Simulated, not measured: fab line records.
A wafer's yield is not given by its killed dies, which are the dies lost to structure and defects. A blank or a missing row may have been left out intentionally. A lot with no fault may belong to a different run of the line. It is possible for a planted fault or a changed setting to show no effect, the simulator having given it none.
fab line records    flow nand_harc
record: lots: 24  wafers: 72  last_day: 33
route steps=1302 shown A_CONTACT@1085 A_BLC@1117
lots that met no fault: from a run of the same line without faults
start_h: hours from the record's first day to the start of the lot's first wafer shown    wait_h: how many hours have passed since the lot's step before this one    " identical to the entry in the row above    L1.1+2: a single row standing in for several wafers    - either no value or no given start    * or withheld: withheld    < > ~ a bound
route shown NAME@n: NAME is a module with steps in the file, n the number in the route of the first one    usual: the fault-free wafers' mean and standard deviation    same: alike in all rows    chamber/n: place in a boat    sites: each site's reading    _std_site: how widely they spread, as a standard deviation    _edge_site: outer sites' mean less inner sites'    radius_mm: for every site, how far away it sits from the centre of the wafer    mask NAME#n: copy n    behind: the last tool/chamber to shape the wafer    hold: cause of the lot's hold/its duration in hours/its outcome    device: transistor that didn't switch, given as n, p or np    end of line: the same wafers' tests at the end of the route    a step given without rows: its recipe and nothing more    killed: dies lost to structure and defects at the first sort, not the wafer's yield    map: a wafer's dies, x killed, . not, _ none there
set.NAME: the setting the step ran with; set.NAME@STEP: the setting that earlier step ran with    model.NAME: the simulator's own value behind a step, which no gauge read
steps of the route over a sample of lots; a table a step, a row a wafer
services: a tool's chamber out of use, with start hour (start_h, from the record's first day; less than 0 if before it), hours out, and reason
== steps ==
step: NHARC_A_CONTACT_ETCH_31
recipe: target_depth_a: 28000  over_etch_frac: 0.3  time_s: 728  ion_energy_ev: 150  o2_flow_sccm: 400  cos_flow_sccm: 20  ar_flow_sccm: 0  rf_w: 500  bias_w: 300  chemistry: O2/COS
usual: cos_flow_sccm: 19.99/0.059  drypump_motor_current_A: 5.5/0.56  oes_product_au: 0.999/0.011  rf_vpp_V: 314.9/2.4  showerhead_plenum_p_Torr: 3.17/0.15  throttle_valve_pct: 28.329/0.0091
lot.wafer  tool         chamber  start_h  wait_h  cos_flow_sccm  drypump_motor_current_A  oes_product_au  rf_hours_counter_h  rf_vpp_V  showerhead_plenum_p_Torr  throttle_valve_pct
L074.2     rie_diel-02  2        -        -       19.99          6.3                      0.988           35                  316.1     3.21                      28.325
L074.4     "            3        "        "       20.02          5.3                      1.001           34                  314.1     3.09                      28.323
L074.6     "            3        "        "       20.03          5.3                      1.009           -                   314.2     3.09                      28.323
L076.2     rie_diel-10  0        -        -       20.03          5.5                      0.990           29                  315.5     3.21                      28.352
L076.3     "            2        "        "       19.93          5.1                      1.004           28                  317.3     3.36                      28.321
L076.5     "            0        "        "       20.06          5.5                      0.999           -                   314.5     3.21                      28.333
L075.4     rie_diel-10  0        -        -       20.06          5.5                      0.996           34                  314.9     3.20                      28.335
L075.2     "            1        "        "       19.94          6.5                      1.000           34                  311.3     2.98                      28.340
L075.6     "            3        "        "       20.06          6.8                      0.991           -                   315.3     3.22                      28.326
L077.3     rie_diel-10  1        -        -       19.90          6.5                      1.006           38                  312.1     2.98                      28.337
L077.1     "            2        "        "       19.92          5.1                      1.012           39                  318.2     3.35                      28.342
L077.4     "            0        "        "       19.99          5.5                      0.991           40                  315.2     3.20                      28.318
L078.1     rie_diel-13  2        -        -       19.99          5.7                      0.991           3                   317.4     3.29                      28.312
L078.5     "            3        "        "       20.06          4.8                      1.007           -                   312.6     2.94                      28.345
L078.6     "            0        "        "       20.00          5.1                      1.010           -                   317.6     3.37                      28.320
L079.2     rie_diel-13  2        -        -       20.02          5.7                      0.990           4                   316.2     3.29                      28.326
L079.5     "            2        "        "       20.01          5.7                      0.999           -                   316.7     3.29                      28.336
L079.6     "            3        "        "       19.96          4.8                      1.001           -                   310.5     2.94                      28.319
L081.3     rie_diel-13  2        -        -       19.99          5.7                      0.998           9                   319.0     3.28                      28.328
L081.1     "            3        "        "       19.99          4.8                      1.007           9                   312.4     2.94                      28.331
L081.6     "            1        "        "       20.08          5.7                      0.998           -                   313.7     3.17                      28.327
L080.3     rie_diel-13  2        -        -       20.02          5.7                      0.997           12                  316.5     3.28                      28.322
L080.1     "            3        "        "       19.97          4.8                      0.997           11                  312.8     2.94                      28.350
L080.2     "            0        "        "       20.00          5.1                      1.005           11                  317.3     3.37                      28.333
L082.2     rie_diel-13  2        -        -       19.96          5.7                      1.011           14                  316.0     3.28                      28.325
L082.4     "            3        "        "       20.12          4.8                      0.993           13                  310.2     2.94                      28.329
L082.6     "            0        "        "       20.08          5.1                      1.009           -                   316.8     3.37                      28.343
L083.2     rie_diel-13  2        -        -       20.04          5.7                      1.003           15                  316.0     3.28                      28.328
L083.4     "            3        "        "       20.02          4.8                      0.991           14                  312.9     2.94                      28.344
L083.5     "            1        "        "       20.03          5.7                      0.995           -                   315.6     3.16                      28.331
L085.1     rie_diel-13  1        -        -       20.02          5.7                      0.984           18                  315.5     3.16                      28.312
L085.2     "            2        "        "       19.93          5.7                      1.006           17                  315.6     3.28                      28.320
L085.6     "            1        "        "       20.04          5.8                      0.992           -                   314.7     3.16                      28.324
L084.1     rie_diel-13  1        -        -       19.93          5.7                      0.993           20                  315.0     3.16                      28.326
L084.3     "            2        "        "       20.02          5.7                      1.004           18                  316.5     3.28                      28.324
L084.6     "            2        "        "       19.97          5.7                      1.009           -                   315.8     3.28                      28.315
L086.4     rie_diel-10  2        -        -       20.10          5.1                      0.998           6                   316.5     3.34                      28.350
L086.6     "            1        "        "       19.97          6.5                      0.991           -                   311.0     2.96                      28.320
L086.5     "            2        "        "       20.14          5.1                      1.007           -                   317.5     3.33                      28.326
L090.4     rie_diel-13  2        -        -       20.06          5.7                      0.997           24                  314.8     3.28                      28.333
L090.1     "            0        "        "       20.01          5.1                      0.999           23                  318.1     3.36                      28.344
L090.6     "            1        "        "       19.88          5.7                      0.992           -                   313.8     3.16                      28.324
L088.1     rie_diel-10  0        -        -       20.00          5.5                      1.010           15                  316.6     3.18                      28.345
L088.3     "            1        "        "       19.98          6.5                      0.990           16                  313.2     2.96                      28.320
L088.5     "            0        "        "       19.95          5.5                      1.008           -                   315.2     3.18                      28.345
L087.3     rie_diel-10  3        -        -       19.98          6.7                      1.005           22                  314.8     3.20                      28.340
L087.5     "            0        "        "       19.97          5.5                      1.011           -                   314.7     3.18                      28.323
L087.6     "            1        "        "       20.01          6.5                      0.987           -                   310.8     2.96                      28.315
L089.2     rie_diel-13  1        -        -       20.04          5.7                      0.974           27                  315.7     3.16                      28.330
L089.4     "            2        "        "       20.01          5.7                      0.994           26                  314.8     3.27                      28.314
L089.6     "            2        "        "       20.01          5.7                      0.990           -                   317.9     3.27                      28.311
L092.1     rie_diel-13  2        -        -       20.01          5.7                      1.005           27                  315.5     3.27                      28.335
L092.3     "            0        "        "       20.18          5.1                      0.996           25                  316.9     3.36                      28.341
L092.5     "            2        "        "       19.94          5.7                      0.986           -                   314.5     3.27                      28.316
L091.2     rie_diel-13  0        -        -       20.03          5.1                      1.007           26                  319.5     3.36                      28.323
L091.5     "            2        "        "       19.90          5.7                      0.997           -                   316.0     3.27                      28.335
L091.6     "            3        "        "       19.95          4.8                      0.992           -                   311.5     2.93                      28.334
L093.4     rie_diel-13  3        -        -       20.05          4.8                      0.994           29                  309.6     2.93                      28.329
L093.3     "            1        "        "       19.90          5.7                      0.992           32                  315.7     3.15                      28.312
L093.5     "            3        "        "       19.95          4.8                      0.994           -                   310.5     2.93                      28.324
L095.2     rie_diel-13  2        -        -       19.93          5.7                      1.000           1                   317.1     3.27                      28.335
L095.1     "            3        "        "       19.97          4.8                      0.973           2                   310.5     2.93                      28.342
L095.6     "            1        "        "       20.01          5.7                      0.976           -                   314.1     3.15                      28.333
L094.3     rie_diel-02  2        -        -       19.96          6.3                      0.994           49                  314.7     3.17                      28.330
L094.5     "            0        "        "       20.15          6.0                      1.001           -                   310.5     2.90                      28.311
L094.6     "            1        "        "       20.02          5.3                      1.002           -                   315.8     3.25                      28.328
L096.2     rie_diel-02  3        -        -       19.95          5.3                      1.005           48                  313.4     3.05                      28.344
L096.5     "            0        "        "       19.91          6.0                      0.998           -                   311.7     2.90                      28.320
L096.6     "            1        "        "       19.86          5.3                      1.006           -                   317.3     3.25                      28.327
L097.3     rie_diel-13  0        -        -       20.05          5.1                      1.020           3                   317.7     3.36                      28.328
L097.4     "            2        "        "       19.97          5.7                      1.014           3                   313.7     3.27                      28.335
L097.6     "            0        "        "       20.04          5.1                      1.023           -                   318.1     3.36                      28.333
step: NHARC_A_CONTACT_ETCH_139
recipe: source_w: withheld  pressure_mtorr: 20  bias_v: 400  time_s: 195  target_depth_a: 8400  ar_flow_sccm: withheld  c4f8_flow_sccm: 11.5  o2_flow_sccm: 7.2  chemistry: C4F8/O2/Ar
lot.wafer  tool             chamber  start_h  wait_h  rf_hours_counter_h
L074.2     har_cap_etch-03  1        508.23   0.2     46
L074.4     "                1        "        "       -
L074.6     "                1        "        "       -
L076.2     har_cap_etch-02  0        516.53   0.2     91
L076.3     "                0        "        "       -
L076.5     "                0        "        "       -
L075.2     har_cap_etch-02  0        527.59   0.2     94
L075.4     "                0        "        "       -
L075.6     "                1        "        "       -
L077.1     har_cap_etch-03  0        538.95   0.2     53
L077.3     "                1        "        "       -
L077.4     "                0        "        "       -
L078.1     har_cap_etch-02  1        546.17   0.2     97
L078.6     "                1        "        "       -
L078.5     "                0        "        "       -
L079.2     har_cap_etch-03  1        550.93   0.2     55
L079.5     "                1        "        "       -
L079.6     "                0        "        "       -
L081.1     har_cap_etch-03  1        584.11   0.2     58
L081.3     "                1        "        "       -
L081.6     "                0        "        "       -
L080.2     har_cap_etch-02  1        592.86   0.2     103
L080.1     "                0        "        "       103
L080.3     "                0        "        "       -
L082.2     har_cap_etch-01  0        600.85   0.2     17
L082.4     "                0        "        "       -
L082.6     "                1        "        "       -
L083.2     har_cap_etch-03  1        604.76   0.2     63
L083.4     "                0        "        "       -
L083.5     "                0        "        "       -
L085.1     har_cap_etch-01  1        616.40   0.2     20
L085.2     "                0        "        "       20
L085.6     "                0        "        "       -
L084.1     har_cap_etch-03  1        624.01   0.2     66
L084.3     "                1        "        "       -
L084.6     "                1        "        "       -
L086.4     har_cap_etch-01  1        625.92   0.2     -
L086.5     "                0        "        "       -
L086.6     "                1        "        "       -
L090.1     har_cap_etch-02  1        657.74   0.2     115
L090.4     "                0        "        "       -
L090.6     "                0        "        "       -
L088.1     har_cap_etch-01  1        659.34   0.2     27
L088.3     "                0        "        "       -
L088.5     "                1        "        "       -
L087.3     har_cap_etch-03  0        665.03   0.2     -
L087.6     "                0        "        "       -
L087.5     "                1        "        "       -
L089.2     har_cap_etch-03  1        676.39   0.2     77
L089.4     "                0        "        "       -
L089.6     "                1        "        "       -
L092.1     har_cap_etch-01  0        682.95   0.2     32
L092.3     "                1        "        "       -
L092.5     "                0        "        "       -
L091.2     har_cap_etch-03  1        684.50   0.2     78
L091.5     "                1        "        "       -
L091.6     "                0        "        "       -
L093.4     har_cap_etch-02  1        697.83   0.2     -
L093.3     "                0        "        "       -
L093.5     "                1        "        "       -
L095.1     har_cap_etch-03  1        713.08   0.2     84
L095.2     "                0        "        "       84
L095.6     "                0        "        "       -
L094.3     har_cap_etch-03  0        714.78   0.2     -
L094.6     "                1        "        "       -
L094.5     "                0        "        "       -
L096.2     har_cap_etch-03  0        729.51   0.2     87
L096.6     "                0        "        "       -
L096.5     "                1        "        "       -
L097.4     har_cap_etch-02  1        729.75   0.2     -
L097.3     "                0        "        "       -
L097.6     "                1        "        "       -
step: NHARC_A_CONTACT_STRIP_26
recipe: o2_flow_sccm: 500  ar_flow_sccm: 0  bias_w: 0  chemistry: O2
usual: drypump_motor_current_A: 5.5/0.5  oes_product_au: 0.997/0.011  rf_vpp_V: 57.7/0.93  showerhead_plenum_p_Torr: 3.55/0.17  throttle_valve_pct: 17.038/0.0085
lot.wafer  tool         chamber  start_h  wait_h  drypump_motor_current_A  oes_product_au  rf_hours_counter_h  rf_vpp_V  showerhead_plenum_p_Torr  throttle_valve_pct
L074.2     rie_diel-13  2        -        -       5.7                      1.000           31                  58.6      3.71                      17.029
L074.4     "            3        "        "       4.8                      1.008           25                  57.2      3.33                      17.049
L074.6     "            0        "        "       5.1                      1.028           -                   57.0      3.27                      17.051
L076.3     rie_diel-13  3        -        -       4.8                      0.999           27                  56.4      3.33                      17.033
L076.2     "            0        "        "       5.1                      1.019           31                  56.6      3.26                      17.057
L076.5     "            0        "        "       5.1                      1.020           -                   58.5      3.27                      17.052
L075.4     rie_diel-10  2        -        -       5.1                      0.993           35                  58.1      3.79                      17.031
L075.2     "            3        "        "       6.7                      0.995           30                  59.0      3.64                      17.029
L075.6     "            1        "        "       6.5                      0.999           -                   55.4      3.37                      17.020
L077.4     rie_diel-13  2        -        -       5.7                      0.998           2                   58.5      3.71                      17.035
L077.3     "            0        "        "       5.1                      1.000           2                   57.6      3.81                      17.044
L077.1     "            1        "        "       5.7                      0.976           3                   57.6      3.58                      17.050
L078.1     rie_diel-13  0        -        -       5.1                      1.011           3                   58.7      3.81                      17.037
L078.5     "            3        "        "       4.8                      1.007           -                   57.8      3.33                      17.039
L078.6     "            0        "        "       5.1                      1.011           -                   57.7      3.81                      17.019
L079.2     rie_diel-02  3        -        -       5.3                      0.999           53                  56.1      3.48                      17.037
L079.5     "            2        "        "       6.2                      0.996           -                   57.5      3.61                      17.029
L079.6     "            3        "        "       5.3                      1.002           -                   58.4      3.48                      17.050
L081.1     rie_diel-02  1        -        -       5.3                      1.000           2                   58.0      3.70                      17.034
L081.3     "            2        "        "       6.3                      0.989           2                   58.2      3.61                      17.032
L081.6     "            1        "        "       5.3                      0.996           -                   59.3      3.70                      17.038
L080.1     rie_diel-10  2        -        -       5.1                      1.001           62                  57.1      3.77                      17.035
L080.3     "            3        "        "       6.8                      0.998           51                  57.6      3.63                      17.046
L080.2     "            1        "        "       6.5                      1.012           62                  56.4      3.35                      17.043
L082.2     rie_diel-13  2        -        -       5.7                      0.991           14                  59.2      3.70                      17.034
L082.4     "            1        "        "       5.7                      0.985           15                  58.0      3.57                      17.042
L082.6     "            2        "        "       5.7                      0.985           -                   59.5      3.70                      17.047
L083.2     rie_diel-13  3        -        -       4.8                      1.000           15                  58.2      3.32                      17.037
L083.4     "            0        "        "       5.1                      1.015           14                  59.1      3.80                      17.039
L083.5     "            3        "        "       4.8                      1.004           -                   57.8      3.32                      17.027
L085.1     rie_diel-13  2        -        -       5.7                      0.992           18                  57.5      3.70                      17.037
L085.2     "            3        "        "       4.8                      0.988           17                  58.4      3.32                      17.035
L085.6     "            2        "        "       5.7                      1.000           -                   57.0      3.70                      17.049
L084.1     rie_diel-02  1        -        -       5.4                      1.006           16                  57.5      3.69                      17.044
L084.3     "            2        "        "       6.3                      0.995           15                  58.1      3.60                      17.048
L084.6     "            1        "        "       5.3                      1.008           -                   57.9      3.69                      17.021
L086.4     rie_diel-02  1        -        -       5.3                      1.007           -                   58.1      3.69                      17.040
L086.6     "            2        "        "       6.3                      0.993           -                   58.0      3.60                      17.026
L086.5     "            3        "        "       5.3                      0.993           -                   58.1      3.47                      17.043
L090.1     rie_diel-02  1        -        -       5.3                      0.998           31                  58.3      3.69                      17.035
L090.4     "            2        "        "       6.3                      0.990           28                  57.1      3.59                      17.042
L090.6     "            0        "        "       6.0                      0.989           -                   55.6      3.29                      17.035
L088.1     rie_diel-13  2        660.55   0.1     5.7                      0.995           24                  60.1      3.70                      17.014
L088.3     "            2        "        "       5.7                      0.998           -                   58.0      3.70                      17.043
L088.5     "            2        "        "       5.7                      1.003           -                   58.0      3.70                      17.040
L087.3     rie_diel-13  1        -        -       5.7                      0.993           26                  57.4      3.57                      17.031
L087.5     "            2        "        "       5.7                      1.001           -                   57.7      3.70                      17.028
L087.6     "            3        "        "       4.8                      0.990           -                   57.1      3.32                      17.031
L089.2     rie_diel-02  0        -        -       6.0                      0.996           26                  57.0      3.29                      17.053
L089.4     "            2        "        "       6.3                      0.980           35                  57.2      3.59                      17.038
L089.6     "            1        "        "       5.3                      1.004           -                   57.2      3.68                      17.042
L092.1     rie_diel-13  3        -        -       4.8                      0.989           27                  57.2      3.31                      17.043
L092.3     "            1        "        "       5.7                      0.990           29                  56.1      3.57                      17.052
L092.5     "            3        "        "       4.8                      0.990           -                   58.4      3.31                      17.032
L091.2     rie_diel-13  2        -        -       5.7                      1.002           28                  58.2      3.70                      17.037
L091.6     "            1        "        "       5.7                      0.986           -                   57.0      3.57                      17.060
L091.5     "            2        "        "       5.7                      0.996           -                   58.0      3.70                      17.036
L093.3     rie_diel-02  3        -        -       5.3                      1.012           40                  56.7      3.46                      17.028
L093.4     "            1        "        "       5.3                      1.003           45                  57.4      3.68                      17.042
L093.5     "            0        "        "       6.0                      1.009           -                   57.7      3.29                      17.033
L095.2     rie_diel-13  0        -        -       5.1                      1.006           2                   58.6      3.79                      17.039
L095.1     "            1        "        "       5.7                      0.974           1                   58.2      3.56                      17.043
L095.6     "            2        "        "       5.7                      0.996           -                   58.9      3.69                      17.062
L094.3     rie_diel-13  2        -        -       5.7                      0.997           2                   55.7      3.69                      17.026
L094.6     "            2        "        "       5.7                      1.004           -                   59.2      3.69                      17.043
L094.5     "            3        "        "       4.8                      0.975           -                   57.3      3.31                      17.038
L096.2     rie_diel-02  0        -        -       6.0                      1.000           40                  57.5      3.28                      17.039
L096.6     "            2        "        "       6.3                      0.989           -                   57.0      3.58                      17.032
L096.5     "            3        "        "       5.3                      1.005           -                   56.9      3.45                      17.038
L097.4     rie_diel-13  1        -        -       5.7                      0.967           3                   58.8      3.56                      17.035
L097.3     "            3        "        "       4.8                      0.967           4                   58.2      3.31                      17.021
L097.6     "            1        "        "       5.7                      0.978           -                   58.4      3.56                      17.039
step: NHARC_A_BLC_CD_MEAS_10
recipe: target_cd_nm: 100  landing_energy_ev: 500
usual: cd_nm: 100.0/0.51
lot.wafer  tool       chamber  start_h  wait_h  cd_nm
L074.2     cd_sem-03  0        511.83   -       100.1
L074.4     "          0        "        "       99.8
L074.6     "          0        "        "       99.6
L076.2     cd_sem-03  0        520.21   -       100.4
L076.3     "          0        "        "       101.1
L076.5     "          0        "        "       99.9
L075.2     cd_sem-02  0        531.98   -       99.7
L075.4     "          0        "        "       99.9
L075.6     "          0        "        "       99.7
L077.1     cd_sem-03  0        543.25   -       99.9
L077.3     "          0        "        "       100.2
L077.4     "          0        "        "       99.9
L078.1     cd_sem-03  0        549.79   -       100.1
L078.5     "          0        "        "       101.1
L078.6     "          0        "        "       99.8
L079.2     cd_sem-01  0        554.52   -       99.6
L079.5     "          0        "        "       99.0
L079.6     "          0        "        "       99.6
L081.1     cd_sem-03  0        587.87   -       99.8
L081.3     "          0        "        "       99.2
L081.6     "          0        "        "       100.3
L080.1     cd_sem-01  0        596.55   -       100.0
L080.2     "          0        "        "       99.7
L080.3     "          0        "        "       100.4
L082.2     cd_sem-02  0        604.65   -       100.1
L082.4     "          0        "        "       99.5
L082.6     "          0        "        "       99.5
L083.2     cd_sem-03  0        609.15   -       100.0
L083.4     "          0        "        "       100.0
L083.5     "          0        "        "       99.6
L085.1     cd_sem-01  0        620.00   -       99.8
L085.2     "          0        "        "       100.2
L085.6     "          0        "        "       99.8
L084.1     cd_sem-02  0        627.65   -       100.3
L084.3     "          0        "        "       100.8
L084.6     "          0        "        "       100.3
L086.4     cd_sem-02  0        629.70   -       100.3
L086.5     "          0        "        "       100.6
L086.6     "          0        "        "       100.7
L090.1     cd_sem-03  0        662.06   -       100.7
L090.4     "          0        "        "       100.1
L090.6     "          0        "        "       99.9
L088.1     cd_sem-03  0        663.28   -       99.9
L088.3     "          0        "        "       100.0
L088.5     "          0        "        "       99.5
L087.3     cd_sem-01  0        668.84   -       99.9
L087.5     "          0        "        "       99.8
L087.6     "          0        "        "       100.3
L089.2     cd_sem-03  0        681.13   -       100.2
L089.4     "          0        "        "       100.6
L089.6     "          0        "        "       99.5
L092.1     cd_sem-03  0        686.53   -       100.3
L092.3     "          0        "        "       99.7
L092.5     "          0        "        "       100.2
L091.2     cd_sem-02  0        688.11   -       99.9
L091.5     "          0        "        "       100.3
L091.6     "          0        "        "       100.7
L093.3     cd_sem-01  0        701.52   -       99.6
L093.4     "          0        "        "       99.9
L093.5     "          0        "        "       99.9
L095.1     cd_sem-02  0        716.81   -       99.8
L095.2     "          0        "        "       99.3
L095.6     "          0        "        "       99.4
L094.3     cd_sem-02  0        718.37   -       100.5
L094.5     "          0        "        "       100.4
L094.6     "          0        "        "       100.0
L096.2     cd_sem-03  0        733.08   -       99.2
L096.5     "          0        "        "       98.3
L096.6     "          0        "        "       99.1
L097.3     cd_sem-03  0        733.97   -       100.1
L097.4     "          0        "        "       100.5
L097.6     "          0        "        "       99.8
step: NHARC_A_BLC_ALD_23
recipe: target_thk_a: 30  pulse_time_s: 1  ald_cycles: 150  temp_c: 450  material: TiN
usual: heater_power_w: 1092/110  precursor_pulse_height_rel: 1.000/0.019
lot.wafer  tool          chamber  start_h  wait_h  heater_power_w  precursor_pulse_height_rel
L074.2     ald_metal-03  2        513.82   -       1247            0.977
L074.4     "             2        "        "       1277            1.007
L074.6     "             3        "        "       1043            0.980
L076.2     ald_metal-04  2        522.22   -       939             0.978
L076.3     "             0        "        "       1134            1.001
L076.5     "             1        "        "       1085            0.970
L075.2     ald_metal-02  3        534.00   -       1101            1.018
L075.4     "             0        "        "       1025            1.008
L075.6     "             2        "        "       982             1.036
L077.3     ald_metal-02  1        545.25   -       1207            1.002
L077.1     "             2        "        "       977             0.997
L077.4     "             0        "        "       996             1.015
L078.1     ald_metal-04  2        551.79   -       947             1.019
L078.5     "             2        "        "       945             1.016
L078.6     "             3        "        "       1267            0.990
L079.2     ald_metal-03  0        556.53   -       968             0.992
L079.5     "             3        "        "       1068            1.016
L079.6     "             0        "        "       968             1.031
L081.3     ald_metal-04  0        589.90   -       1162            0.965
L081.1     "             1        "        "       1083            1.021
L081.6     "             3        "        "       1276            0.982
L080.1     ald_metal-03  3        598.57   -       1035            0.995
L080.2     "             0        "        "       989             1.018
L080.3     "             1        "        "       984             0.999
L082.2     ald_metal-02  1        606.64   -       1197            1.009
L082.4     "             1        "        "       1202            0.964
L082.6     "             3        "        "       1108            0.997
L083.2     ald_metal-03  3        611.17   -       1065            0.983
L083.4     "             0        "        "       971             0.983
L083.5     "             3        "        "       1061            1.000
L085.2     ald_metal-02  3        622.02   -       1169            1.017
L085.1     "             1        "        "       1152            1.019
L085.6     "             2        "        "       996             0.987
L084.1     ald_metal-02  0        629.65   -       1024            0.996
L084.3     "             3        "        "       1164            1.005
L084.6     "             1        "        "       1162            1.006
L086.4     ald_metal-03  2        631.77   -       1331            1.000
L086.6     "             0        "        "       984             1.046
L086.5     "             1        "        "       982             1.016
L090.4     ald_metal-02  2        664.06   -       996             1.010
L090.1     "             3        "        "       1187            0.973
L090.6     "             1        "        "       1158            0.991
L088.3     ald_metal-04  3        665.30   -       1255            1.000
L088.1     "             2        "        "       906             1.037
L088.5     "             3        "        "       1246            0.997
L087.3     ald_metal-03  3        670.84   -       1067            0.999
L087.5     "             3        "        "       1042            0.967
L087.6     "             0        "        "       985             0.996
L089.2     ald_metal-02  0        683.14   -       1037            1.003
L089.4     "             1        "        "       1145            0.989
L089.6     "             0        "        "       1014            0.974
L092.1     ald_metal-02  0        688.52   -       1051            1.020
L092.3     "             1        "        "       1171            0.988
L092.5     "             0        "        "       1024            1.005
L091.2     ald_metal-04  0        690.14   -       1205            0.992
L091.6     "             0        "        "       1143            0.988
L091.5     "             2        "        "       940             1.006
L093.3     ald_metal-03  1        703.53   -       1001            1.009
L093.4     "             2        "        "       1299            0.994
L093.5     "             1        "        "       993             0.984
L095.1     ald_metal-02  1        718.81   -       1159            1.024
L095.2     "             0        "        "       1043            1.018
L095.6     "             1        "        "       1178            1.009
L094.3     ald_metal-04  1        720.36   -       1107            0.998
L094.5     "             1        "        "       1102            1.022
L094.6     "             2        "        "       937             1.000
L096.2     ald_metal-04  1        735.07   -       1089            0.995
L096.5     "             1        "        "       1126            1.024
L096.6     "             2        "        "       928             1.011
L097.3     ald_metal-02  3        735.95   -       1195            1.014
L097.4     "             2        "        "       984             0.966
L097.6     "             0        "        "       1048            0.956
step: NHARC_A_BLC_CVD_24
recipe: target_thk_a: 1500  temp_c: 300  pressure_torr: 40  wf6_flow_sccm: 40  h2_flow_sccm: 1600  ar_flow_sccm: 1560  time_s: 434  material: W
usual: heater_power_w: 457/17  mfc_wf6_sccm: 40.02/0.12  throttle_valve_pct: 7.9/0.39
lot.wafer  tool      chamber  start_h  wait_h  heater_power_w  mfc_wf6_sccm  throttle_valve_pct
L074.2     cvd_w-02  0        -        -       452             39.89         8.2
L074.4     "         1        "        "       457             40.18         7.7
L074.6     "         1        "        "       465             40.13         8.1
L076.2     cvd_w-01  0        -        -       443             40.10         7.5
L076.3     "         0        "        "       435             39.97         7.4
L076.5     "         1        "        "       473             40.10         7.9
L075.2     cvd_w-01  1        -        -       470             40.01         8.4
L075.4     "         1        "        "       488             39.86         8.2
L075.6     "         1        "        "       472             39.95         8.3
L077.1     cvd_w-01  1        -        -       466             40.06         8.1
L077.3     "         0        "        "       425             39.95         7.7
L077.4     "         1        "        "       481             40.16         8.1
L078.1     cvd_w-02  0        -        -       475             39.98         8.4
L078.5     "         0        "        "       456             40.19         8.2
L078.6     "         1        "        "       461             39.92         7.9
L079.2     cvd_w-02  1        -        -       471             40.18         7.7
L079.5     "         1        "        "       463             40.05         7.6
L079.6     "         0        "        "       456             39.89         8.5
L081.1     cvd_w-01  0        -        -       444             40.02         7.3
L081.3     "         0        "        "       450             39.92         7.4
L081.6     "         1        "        "       472             40.23         8.5
L080.2     cvd_w-01  0        -        -       437             39.95         7.3
L080.1     "         1        "        "       486             40.12         8.1
L080.3     "         1        "        "       479             40.03         8.2
L082.2     cvd_w-01  1        -        -       477             39.87         8.1
L082.4     "         1        "        "       474             39.99         8.1
L082.6     "         1        "        "       476             39.91         8.3
L083.2     cvd_w-01  1        -        -       484             40.02         8.0
L083.4     "         0        "        "       441             40.06         7.2
L083.5     "         1        "        "       476             40.03         8.0
L085.1     cvd_w-01  1        -        -       473             40.17         8.3
L085.2     "         0        "        "       438             40.19         7.5
L085.6     "         0        "        "       438             40.13         7.6
L084.1     cvd_w-02  1        -        -       477             40.14         7.8
L084.3     "         1        "        "       465             40.03         7.9
L084.6     "         0        "        "       456             40.02         8.2
L086.4     cvd_w-01  1        -        -       478             40.02         8.2
L086.6     "         0        "        "       440             40.13         7.6
L086.5     "         1        "        "       474             39.90         8.2
L090.1     cvd_w-01  0        -        -       442             39.75         7.4
L090.4     "         1        "        "       485             39.92         8.3
L090.6     "         0        "        "       443             39.75         7.6
L088.1     cvd_w-02  0        -        -       443             40.00         8.5
L088.3     "         0        "        "       426             40.24         8.0
L088.5     "         1        "        "       460             40.01         7.4
L087.3     cvd_w-02  0        -        -       435             39.79         8.4
L087.5     "         1        "        "       455             40.14         7.7
L087.6     "         0        "        "       434             39.88         8.2
L089.2     cvd_w-01  1        -        -       481             39.94         8.4
L089.4     "         1        "        "       489             39.88         8.0
L089.6     "         1        "        "       473             40.05         8.2
L092.1     cvd_w-02  0        -        -       433             39.99         8.7
L092.3     "         1        "        "       446             40.07         7.9
L092.5     "         1        "        "       452             39.90         7.6
L091.2     cvd_w-01  0        -        -       455             40.00         7.7
L091.6     "         1        "        "       481             39.92         8.1
L091.5     "         0        "        "       439             39.78         7.6
L093.4     cvd_w-02  0        -        -       436             39.91         8.5
L093.3     "         1        "        "       446             39.95         7.7
L093.5     "         0        "        "       432             40.02         8.3
L095.2     cvd_w-02  0        -        -       432             40.14         8.6
L095.1     "         1        "        "       451             40.19         7.8
L095.6     "         1        "        "       446             39.94         7.5
L094.3     cvd_w-01  0        -        -       451             39.78         7.4
L094.6     "         0        "        "       447             39.89         7.4
L094.5     "         1        "        "       476             40.07         8.3
L096.2     cvd_w-02  1        -        -       463             39.96         7.8
L096.5     "         0        "        "       441             39.91         8.4
L096.6     "         1        "        "       462             39.98         8.1
L097.3     cvd_w-02  1        -        -       457             40.21         7.4
L097.4     "         0        "        "       448             40.07         8.3
L097.6     "         0        "        "       428             40.03         8.5
== services ==
tool             chamber  start_h  hours  kind
har_cap_etch-02  -        489.88   1.1    repair
cvd_w-01         0        498.74   9.9    repair
ald_metal-03     1        498.99   24.6   repair
rie_diel-13      -        519.10   9.0    pm
cvd_w-02         1        533.44   13.9   repair
cvd_w-01         -        547.60   13.0   pm
rie_diel-10      3        562.48   11.0   repair
rie_diel-13      2        568.16   8.0    repair
ald_metal-02     2        573.36   23.9   repair
ald_metal-02     0        597.57   24.0   repair
rie_diel-10      -        601.03   9.0    pm
rie_diel-02      0        602.62   32.6   repair
ald_metal-02     -        610.00   10.0   pm
cvd_w-02         -        631.11   13.0   pm
rie_diel-10      0        633.93   1.8    repair
rie_diel-13      -        657.37   2.3    repair
rie_diel-02      1        662.03   4.3    repair
rie_diel-10      1        671.73   10.6   repair
rie_diel-02      1        679.68   2.1    repair
rie_diel-02      2        688.57   2.7    repair
rie_diel-13      -        696.25   9.0    pm
rie_diel-02      -        706.52   0.7    repair
cvd_w-02         -        706.86   1.4    repair
cvd_w-01         -        729.08   13.0   pm
== key ==
fault none
